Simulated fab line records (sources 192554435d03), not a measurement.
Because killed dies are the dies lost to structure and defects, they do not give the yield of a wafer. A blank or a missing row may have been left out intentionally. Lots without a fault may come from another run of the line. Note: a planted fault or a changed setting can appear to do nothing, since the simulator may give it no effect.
Matching of chambers ; flow n5 finfet ; 4 sister chambers for N5_STI_FIN_REVEAL_STRIP_24 on rie diel-05
The step strips in N2/H2, time 90 s. 8 wafers are shown with their chamber, then 8 later ones without.

## WAFERS, EACH WITH ITS CHAMBER
wafer;chamber;drypump motor current A (A);throttle valve pct (%)
L083.5;1;5.6;12.31
L089.3;1;5.5;12.35
L089.4;2;5.9;12.26
L089.5;0;4.9;11.77
L092.2;0;5.0;11.82
L092.5;3;5.7;11.89
L092.6;2;5.9;12.27
L093.1;3;5.7;11.91

## WAFERS MISSING THEIR CHAMBER
wafer;drypump motor current A (A);throttle valve pct (%)
L093.2;5.9;12.28
L093.3;5.0;11.80
L094.4;4.9;11.81
L094.5;5.9;12.31
L094.6;5.7;11.92
L095.2;4.9;11.84
L095.4;5.7;11.91
L095.5;5.9;12.30

## THE CHAMBER EACH PASSED THROUGH
wafer;from the rows above;in truth
L093.2;2;2
L093.3;0;0
L094.4;0;0
L094.5;2;2
L094.6;3;3
L095.2;0;0
L095.4;3;3
L095.5;2;2
Correct placement for 8 of the 8. Not placeable from these rows: 0. Number placed wrongly: 0.
How it was worked out, from the rows above alone: a wafer's distance from a chamber is the root of the sum, over the readings, of the square of ((its reading less the chamber's mean) divided by the reading's scatter). If the next closest chamber is less than 2 further off than the closest, the wafer can't be placed; otherwise it belongs to the closest. The mean given for a chamber averages the wafers shown for that chamber. How the scatter is found: for the shown wafers, subtract from each reading the mean of its chamber, square and add these, divide the total by (wafers less chambers), then take the root.
